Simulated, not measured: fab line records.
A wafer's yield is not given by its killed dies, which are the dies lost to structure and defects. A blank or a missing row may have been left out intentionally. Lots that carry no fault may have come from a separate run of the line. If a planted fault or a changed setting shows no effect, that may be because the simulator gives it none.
fab line records | flow n5-finfet
record lots=9 | wafers=27 | last-day=16
route steps=1938 shown GATE_CUT@499 BEOL_M4@1111
lots untouched by any fault: they come from a run of this same line in which no faults occurred
start-h: the number of hours between the record's first day and the start of the first shown wafer of the lot | wait-h: hours elapsed since this lot's preceding step | " repeats the value in the row above | L1.1+2: a row that stands for several wafers | - either no value or no given start | * or withheld: withheld | < > ~ a bound
route shown NAME@n: NAME is a module with steps in the file, n the number in the route of the first one | usual: the fault-free wafers' mean and standard deviation | same: alike in all rows | chamber/n: place in a boat | sites: per-site readings | _std_site: standard deviation across them | _edge_site: outer sites' mean less inner sites' | radius-mm: for every site, how far away it sits from the centre of the wafer | mask NAME#n: copy n | behind: the last tool/chamber to shape the wafer | hold: why the lot was held/for how many hours/how that ended | device: the n, p or np transistor that did not switch | end of line: at the end of the route, the tests of the same wafers | step lacking rows: just its recipe | killed: dies lost to structure and defects at the first sort, not the wafer's yield | map: a wafer's dies, marking killed ones x, the rest . and places with no die _
set.NAME: the setting the step ran with; set.NAME@STEP: the setting that earlier step ran with | model.NAME: the simulator's own value behind a step, which no gauge read
a sample of lots followed through the steps of the route, with each step as a table and each wafer as a row
services: the hour from which a tool's chamber was out of use, counted from the record's first day as start-h (under 0 if before that day), plus the number of hours and why
## steps
# step N5_GATE_CUT_ETCH_19
# recipe chemistry=CH3F/O2 | target=SiNx | mask-material=SiO2 | target-depth-a=537 | time-s=76.7 | pressure-mtorr=30 | source-w=395 | bias-w=73 | Ar_flow_sccm=150 | CH3F_flow_sccm=30 | O2_flow_sccm=20 | ion-energy-ev=120 | ends=cleared
# usual drypump-motor-current-A=5.8/0.42 | etch-rf-on-time-s=77.0/1 | oes-product-au=0.69/0.078 | rf-vpp-V=298/3.7 | showerhead-plenum-p-Torr=2.03/0.07 | throttle-valve-pct=16.30/0.25
lot.wafer | tool        | chamber | start-h | wait-h | drypump-motor-current-A | etch-rf-on-time-s | oes-product-au | rf-hours-counter-h | rf-vpp-V | showerhead-plenum-p-Torr | throttle-valve-pct
L797.3    | rie-diel-06 | 3       | 81.39   | 0.0    | 5.9                     | 76.3              | 0.76           | 49                 | 294      | 2.12                     | 15.99
L797.4    | "           | 1       | "       | "      | 6.1                     | 76.5              | 0.57           | 248                | 295      | 2.06                     | 16.44
L797.5    | "           | 1       | "       | "      | 6.2                     | 76.6              | 0.57           | -                  | 296      | 2.06                     | 16.43
L798.2    | rie-diel-06 | 3       | 94.61   | 0.0    | 5.8                     | 75.8              | 0.75           | 55                 | 293      | 2.12                     | 16.02
L798.3    | "           | 2       | "       | "      | 5.2                     | 76.1              | 0.80           | 11                 | 303      | 2.05                     | 16.19
L798.5    | "           | 2       | "       | "      | 5.2                     | 77.2              | 0.79           | -                  | 302      | 2.05                     | 16.20
L800.2    | rie-diel-03 | 3       | 103.45  | 0.0    | 5.4                     | 77.9              | 0.59           | 224                | 303      | 1.98                     | 16.74
L800.4    | "           | 2       | "       | "      | 5.3                     | 77.7              | 0.67           | -                  | 296      | 1.93                     | 16.37
L800.5    | "           | 3       | "       | "      | 5.3                     | 78.0              | 0.59           | -                  | 302      | 1.98                     | 16.74
L803.1    | rie-diel-03 | 2       | 127.57  | 0.0    | 5.3                     | 77.4              | 0.67           | 126                | 296      | 1.92                     | 16.37
L803.2    | "           | 0       | "       | "      | 6.7                     | 75.8              | 0.82           | 2                  | 303      | 1.97                     | 16.17
L803.5    | "           | 2       | "       | "      | 5.3                     | 77.3              | 0.66           | -                  | 298      | 1.93                     | 16.36
L809.4    | rie-diel-03 | 1       | 157.37  | 0.0    | 5.9                     | 77.6              | 0.63           | 157                | 298      | 2.09                     | 16.55
L809.5    | "           | 3       | "       | "      | 5.4                     | 78.0              | 0.57           | -                  | 303      | 1.98                     | 16.78
L809.6    | "           | 0       | "       | "      | 6.7                     | 75.8              | 0.78           | -                  | 302      | 1.96                     | 16.20
L811.1    | rie-diel-03 | 3       | 170.61  | 0.0    | 5.3                     | 78.3              | 0.58           | 247                | 304      | 1.97                     | 16.77
L811.4    | "           | 1       | "       | "      | 5.9                     | 77.6              | 0.63           | 161                | 297      | 2.08                     | 16.56
L811.6    | "           | 1       | "       | "      | 5.9                     | 78.1              | 0.63           | -                  | 298      | 2.08                     | 16.57
L814.1    | rie-diel-02 | 3       | 190.42  | 0.0    | 5.6                     | 74.4              | 0.81           | 13                 | 301      | 2.14                     | 16.17
L814.3    | "           | 2       | "       | "      | 6.2                     | 78.4              | 0.63           | 192                | 297      | 1.91                     | 16.74
L814.6    | "           | 1       | "       | "      | 6.2                     | 76.9              | 0.63           | -                  | 302      | 2.08                     | 16.06
L817.1    | rie-diel-03 | 2       | 205.31  | 0.0    | 5.3                     | 78.2              | 0.64           | 156                | 298      | 1.92                     | 16.44
L817.5    | "           | 1       | "       | "      | 5.9                     | 78.5              | 0.62           | -                  | 297      | 2.08                     | 16.59
L817.6    | "           | 2       | "       | "      | 5.3                     | 78.8              | 0.64           | -                  | 296      | 1.92                     | 16.43
L819.1    | rie-diel-06 | 1       | 220.01  | 0.0    | 6.1                     | 75.9              | 0.77           | 29                 | 293      | 2.05                     | 16.04
L819.2    | "           | 2       | "       | "      | 5.2                     | 77.4              | 0.73           | 50                 | 304      | 2.04                     | 16.26
L819.6    | "           | 2       | "       | "      | 5.2                     | 78.1              | 0.74           | -                  | 302      | 2.04                     | 16.27
# step N5_GATE_CUT_STRIP_21
# recipe chemistry=N2/H2 | time-s=30 | power-w=1000 | temp-c=250 | pressure-mtorr=withheld | n2-flow-sccm=1750 | h2-flow-sccm=3250
# usual drypump-motor-current-A=6.1/0.3 | h2-flow-sccm=3248/8.8 | heater-power-w=314/18
# same time-s=30
lot.wafer | tool            | chamber | start-h | wait-h | drypump-motor-current-A | h2-flow-sccm | heater-power-w | rf-hours-counter-h
L797.3    | plasma-asher-02 | 1       | 81.81   | 0.1    | 6.4                     | 3237         | 320            | -
L797.4    | "               | 0       | "       | "      | 6.4                     | 3252         | 321            | -
L797.5    | "               | 0       | "       | "      | 6.4                     | 3253         | 322            | -
L798.2    | plasma-asher-02 | 0       | 95.01   | 0.0    | 6.4                     | 3254         | 334            | 93
L798.3    | "               | 1       | "       | "      | 6.4                     | 3229         | 324            | -
L798.5    | "               | 0       | "       | "      | 6.4                     | 3251         | 326            | -
L800.2    | plasma-asher-01 | 1       | 103.85  | 0.0    | 5.9                     | 3249         | 296            | 42
L800.4    | "               | 1       | "       | "      | 5.9                     | 3244         | 277            | -
L800.5    | "               | 0       | "       | "      | 5.8                     | 3235         | 306            | -
L803.1    | plasma-asher-01 | 0       | 128.01  | 0.1    | 5.8                     | 3249         | 318            | 48
L803.2    | "               | 1       | "       | "      | 5.9                     | 3257         | 289            | 48
L803.5    | "               | 0       | "       | "      | 5.8                     | 3273         | 324            | -
L809.4    | plasma-asher-02 | 1       | 157.79  | 0.1    | 6.5                     | 3241         | 330            | -
L809.5    | "               | 0       | "       | "      | 6.4                     | 3259         | 324            | -
L809.6    | "               | 1       | "       | "      | 6.5                     | 3242         | 325            | -
L811.1    | plasma-asher-02 | 0       | 171.00  | 0.0    | 6.4                     | 3256         | 332            | 108
L811.4    | "               | 0       | "       | "      | 6.4                     | 3248         | 331            | -
L811.6    | "               | 1       | "       | "      | 6.5                     | 3257         | 318            | -
L814.1    | plasma-asher-01 | 0       | 190.82  | 0.0    | 5.8                     | 3254         | 317            | 60
L814.3    | "               | 0       | "       | "      | 5.7                     | 3240         | 319            | -
L814.6    | "               | 1       | "       | "      | 5.9                     | 3252         | 287            | -
L817.1    | plasma-asher-01 | 1       | 205.71  | 0.0    | 5.9                     | 3256         | 292            | 63
L817.5    | "               | 1       | "       | "      | 5.9                     | 3257         | 284            | -
L817.6    | "               | 0       | "       | "      | 5.8                     | 3240         | 320            | -
L819.1    | plasma-asher-01 | 0       | 220.41  | 0.0    | 5.7                     | 3229         | 317            | 66
L819.2    | "               | 1       | "       | "      | 5.9                     | 3257         | 278            | 66
L819.6    | "               | 1       | "       | "      | 5.9                     | 3261         | 294            | -
# step N5_GATE_CUT_CMP_23
# recipe stop-on=SiO2 | t-overpolish-s=23.4 | post-cmp-clean=alkaline-brush | down-force-psi=2.5 | platen-rpm=51.8 | pad-velocity-m-s=1.0307 | target-thk-nm=16
# usual motor-current-A=9.3/1 | overpolish-run-s=23.400/0.0083 | platen-rpm=51.81/0.036 | time-to-endpoint-s=20.2/2
lot.wafer | tool   | chamber | start-h | wait-h | motor-current-A | overpolish-run-s | platen-rpm | time-to-endpoint-s
L797.4    | cmp-01 | 1       | 83.43   | 0.8    | 12.2            | 23.399           | 51.79      | 18.9
L797.3    | "      | 0       | "       | "      | 9.4             | 23.412           | 51.85      | 18.9
L797.5    | "      | 2       | "       | "      | 9.3             | 23.397           | 51.85      | 17.2
L798.2    | cmp-02 | 1       | 97.04   | 0.8    | 9.0             | 23.395           | 51.80      | 17.9
L798.3    | "      | 3       | "       | "      | 9.8             | 23.399           | 51.85      | 20.2
L798.5    | "      | 1       | "       | "      | 8.9             | 23.403           | 51.79      | 17.0
L800.2    | cmp-02 | 1       | 105.50  | 0.8    | 9.3             | 23.394           | 51.79      | 19.1
L800.4    | "      | 3       | "       | "      | 9.6             | 23.400           | 51.79      | 14.1
L800.5    | "      | 2       | "       | "      | 8.3             | 23.405           | 51.81      | 20.4
L803.1    | cmp-02 | 2       | 129.66  | 0.8    | 8.7             | 23.397           | 51.76      | 21.2
L803.2    | "      | 3       | "       | "      | 9.5             | 23.404           | 51.82      | 19.2
L803.5    | "      | 2       | "       | "      | 8.3             | 23.412           | 51.72      | 21.7
L809.4    | cmp-02 | 2       | 159.57  | 0.8    | 8.5             | 23.409           | 51.75      | 23.3
L809.6    | "      | 1       | "       | "      | 9.4             | 23.413           | 53.88      | 19.6
L809.5    | "      | 2       | "       | "      | 7.8             | 23.415           | 51.80      | 21.9
L811.4    | cmp-02 | 1       | 172.73  | 0.1    | 9.1             | 23.407           | 53.82      | 17.3
L811.1    | "      | 2       | "       | "      | 7.9             | 23.400           | 51.81      | 20.9
L811.6    | "      | 0       | "       | "      | 9.9             | 23.404           | 51.80      | 20.6
L814.1    | cmp-04 | 1       | 194.30  | 0.8    | 8.9             | 23.384           | 51.84      | 20.2
L814.3    | "      | 3       | "       | "      | 9.1             | 23.402           | 51.77      | 23.5
L814.6    | "      | 2       | "       | "      | 9.7             | 23.394           | 51.77      | 23.2
L817.1    | cmp-04 | 2       | 207.46  | 0.9    | 9.2             | 23.403           | 51.84      | 19.2
L817.5    | "      | 3       | "       | "      | 9.5             | 23.402           | 51.84      | 21.3
L817.6    | "      | 0       | "       | "      | 7.6             | 23.399           | 51.85      | 17.6
L819.2    | cmp-01 | 1       | 222.05  | 0.8    | 12.1            | 23.404           | 51.75      | 16.5
L819.1    | "      | 0       | "       | "      | 9.2             | 23.406           | 51.78      | 20.9
L819.6    | "      | 1       | "       | "      | 11.6            | 23.403           | 51.81      | 17.7
# step N5_GATE_CUT_INSPECT_26
# recipe inspect-instrument=darkfield | mode=post-cmp
# usual raw-defect-count=40/20
lot.wafer | tool              | chamber | start-h | wait-h | raw-defect-count
L797.3    | defect-inspect-02 | -       | 84.47   | 0.0    | 33
L797.4    | "                 | -       | "       | "      | 40
L797.5    | "                 | -       | "       | "      | 36
L798.2    | defect-inspect-01 | -       | 98.04   | 0.0    | 48
L798.3    | "                 | -       | "       | "      | 38
L798.5    | "                 | -       | "       | "      | 38
L800.2    | defect-inspect-02 | -       | 106.53  | 0.0    | 63
L800.4    | "                 | -       | "       | "      | 34
L800.5    | "                 | -       | "       | "      | 26
L803.1    | defect-inspect-02 | -       | 130.74  | 0.0    | 15
L803.2    | "                 | -       | "       | "      | 50
L803.5    | "                 | -       | "       | "      | 48
L809.4    | defect-inspect-01 | -       | 160.57  | 0.0    | 22
L809.5    | "                 | -       | "       | "      | 27
L809.6    | "                 | -       | "       | "      | 32
L811.1    | defect-inspect-02 | -       | 173.68  | 0.0    | 50
L811.4    | "                 | -       | "       | "      | 35
L811.6    | "                 | -       | "       | "      | 66
L814.1    | defect-inspect-02 | -       | 195.34  | 0.0    | 40
L814.3    | "                 | -       | "       | "      | 32
L814.6    | "                 | -       | "       | "      | 27
L817.1    | defect-inspect-01 | -       | 208.38  | 0.0    | 55
L817.5    | "                 | -       | "       | "      | 28
L817.6    | "                 | -       | "       | "      | 55
L819.1    | defect-inspect-02 | -       | 223.09  | 0.0    | 59
L819.2    | "                 | -       | "       | "      | 100
L819.6    | "                 | -       | "       | "      | 44
# step N5_BEOL_M4_RC_MEAS_101
# usual DIBL_N=36.3/1.2 | DIBL_P=36.1/1.6 | IOFF_N=0.161/0.023 | IOFF_P=0.209/0.027 | ION_N=676/8.9 | ION_P=462/5.3 | SS_N=71.5/0.51 | SS_P=73.2/0.5 | VT_N=249.1/2.5 | VT_P=-249.9/2.8
lot.wafer | tool      | chamber | start-h | wait-h | DIBL_N[mV/V] | DIBL_P[mV/V] | IOFF_N[nA/um] | IOFF_P[nA/um] | ION_N[uA/um] | ION_P[uA/um] | SS_N[mV/dec] | SS_P[mV/dec] | VT_N[mV] | VT_P[mV]
L797.3    | prober-02 | 0       | 156.33  | 0.3    | 36.5         | 36.8         | 0.164         | 0.203         | 671          | 460          | 71.8         | 72.7         | 246.1    | -251.8
L797.4    | "         | 0       | "       | "      | 35.7         | 35.0         | 0.142         | 0.183         | 672          | 457          | 70.8         | 73.3         | 247.2    | -253.2
L797.5    | "         | 0       | "       | "      | 34.8         | 33.1         | 0.129         | 0.157         | 667          | 451          | 71.7         | 73.5         | 250.9    | -255.5
L798.2    | prober-01 | 0       | 176.29  | 0.2    | 36.1         | 35.6         | 0.155         | 0.203         | 683          | 462          | 71.5         | 72.9         | 248.2    | -249.9
L798.3    | "         | 0       | "       | "      | 35.8         | 36.2         | 0.145         | 0.211         | 671          | 461          | 70.9         | 72.7         | 248.5    | -250.4
L798.5    | "         | 0       | "       | "      | 37.7         | 38.1         | 0.185         | 0.249         | 689          | 471          | 71.6         | 73.9         | 246.0    | -247.5
L800.2    | prober-02 | 0       | 182.19  | 0.2    | 35.7         | 34.7         | 0.146         | 0.190         | 672          | 463          | 71.5         | 72.8         | 252.3    | -249.1
L800.4    | "         | 0       | "       | "      | 34.9         | 33.4         | 0.125         | 0.172         | 666          | 457          | 70.9         | 72.9         | 252.6    | -253.1
L800.5    | "         | 0       | "       | "      | 34.4         | 33.8         | 0.125         | 0.180         | 667          | 464          | 71.1         | 72.9         | 252.0    | -251.7
L803.1    | prober-02 | 0       | 204.65  | 0.0    | 36.5         | 35.8         | 0.158         | 0.203         | 669          | 459          | 71.6         | 73.5         | 249.0    | -249.5
L803.2    | "         | 0       | "       | "      | 37.4         | 37.8         | 0.188         | 0.239         | 675          | 459          | 71.5         | 73.4         | 248.5    | -247.8
L803.5    | "         | 0       | "       | "      | 37.1         | 37.4         | 0.198         | 0.240         | 683          | 466          | 71.6         | 74.4         | 248.4    | -247.9
L809.4    | prober-02 | 0       | 246.78  | 0.5    | 36.9         | 36.3         | 0.165         | 0.255         | 678          | 471          | 71.0         | 72.7         | 247.4    | -244.3
L809.5    | "         | 0       | "       | "      | 35.8         | 35.2         | 0.153         | 0.231         | 678          | 470          | 71.1         | 72.7         | 244.7    | -244.4
L809.6    | "         | 0       | "       | "      | 36.5         | 35.7         | 0.152         | 0.236         | 671          | 467          | 71.5         | 73.2         | 248.8    | -244.2
L811.1    | prober-02 | 0       | 255.24  | 0.0    | 36.4         | 35.7         | 0.165         | 0.181         | 666          | 457          | 72.0         | 73.6         | 247.4    | -253.8
L811.4    | "         | 0       | "       | "      | 37.0         | 36.8         | 0.178         | 0.193         | 674          | 456          | 71.8         | 74.2         | 249.3    | -253.1
L811.6    | "         | 0       | "       | "      | 35.9         | 36.1         | 0.161         | 0.187         | 671          | 455          | 70.9         | 73.5         | 249.5    | -253.2
L814.1    | prober-02 | 0       | 268.69  | 0.0    | 37.3         | 39.7         | 0.196         | 0.241         | 692          | 468          | 71.8         | 73.2         | 245.1    | -249.5
L814.3    | "         | 0       | "       | "      | 37.7         | 39.0         | 0.200         | 0.229         | 687          | 466          | 72.1         | 74.0         | 247.1    | -250.1
L814.6    | "         | 0       | "       | "      | 35.5         | 36.3         | 0.151         | 0.188         | 678          | 464          | 71.4         | 73.0         | 249.1    | -253.0
L817.1    | prober-02 | 0       | 278.72  | 0.0    | 36.8         | 37.2         | 0.177         | 0.220         | 679          | 460          | 72.2         | 73.3         | 249.4    | -250.5
L817.5    | "         | 0       | "       | "      | 38.2         | 37.8         | 0.200         | 0.232         | 688          | 462          | 71.8         | 73.2         | 247.3    | -247.2
L817.6    | "         | 0       | "       | "      | 37.9         | 37.5         | 0.186         | 0.225         | 680          | 467          | 72.0         | 72.1         | 247.4    | -249.5
L819.1    | prober-01 | 0       | 294.29  | 0.0    | 35.6         | 36.5         | 0.161         | 0.215         | 666          | 461          | 71.9         | 73.0         | 249.0    | -250.2
L819.2    | "         | 0       | "       | "      | 36.1         | 37.8         | 0.182         | 0.238         | 681          | 461          | 71.8         | 73.9         | 246.7    | -247.1
L819.6    | "         | 0       | "       | "      | 36.0         | 37.2         | 0.166         | 0.222         | 677          | 462          | 72.7         | 73.7         | 248.1    | -251.9
## services
tool            | chamber | start-h | hours | kind
cmp-02          | -       | 82.01   | 6.3   | repair
cmp-04          | -       | 87.12   | 1.4   | repair
rie-diel-06     | 0       | 88.86   | 4.1   | repair
rie-diel-03     | 0       | 98.81   | -     | clean
rie-diel-03     | 0       | 98.81   | -     | consumable-replace:focus-ring
rie-diel-03     | 0       | 98.81   | 21.2  | scheduled-down
rie-diel-03     | 0       | 98.81   | 21.2  | vent-cycle
rie-diel-02     | 1       | 113.73  | 15.6  | repair
rie-diel-06     | 2       | 117.42  | 1.2   | repair
plasma-asher-02 | -       | 123.16  | 4.3   | pm
cmp-02          | -       | 132.53  | 4.0   | pm
cmp-02          | -       | 136.53  | -     | consumable-replace:conditioner
cmp-02          | -       | 136.53  | -     | consumable-replace:pad
cmp-04          | -       | 149.07  | 6.8   | pm
rie-diel-02     | 3       | 153.75  | 1.5   | repair
cmp-01          | -       | 160.18  | 2.3   | repair
cmp-04          | -       | 164.22  | 2.1   | repair
rie-diel-03     | 3       | 164.52  | 1.7   | repair
cmp-04          | -       | 174.93  | 1.3   | repair
rie-diel-06     | -       | 179.18  | 14.6  | pm
rie-diel-03     | 3       | 179.37  | -     | clean
rie-diel-03     | 3       | 179.37  | -     | consumable-replace:focus-ring
rie-diel-02     | 0       | 201.01  | 9.1   | repair
cmp-04          | -       | 209.28  | 0.9   | repair
## key
first-sign step=N5_GATE_CUT_CMP_23 | reading=platen-rpm | direction=up | sigmas=57 | usual=51.81 | struck=53.85
effect none on later readings
met-at N5_GATE_CUT_CMP_23
struck-lots L809,L811
struck-wafers L809.6,L811.4
not-acting-at N5_GATE_CUT_ETCH_19,N5_GATE_CUT_STRIP_21,N5_GATE_CUT_INSPECT_26
onset-between 105.50 159.57
fault kind=process-parameter-drift | tool=cmp-02 | chamber=1 | onset-h=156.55 | steps=N5_GATE_CUT_CMP_23 | channel=platen-rpm | offset=2.072 | shape=step | end-h=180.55 | acts-in=these-recipes-only | stated=51.8
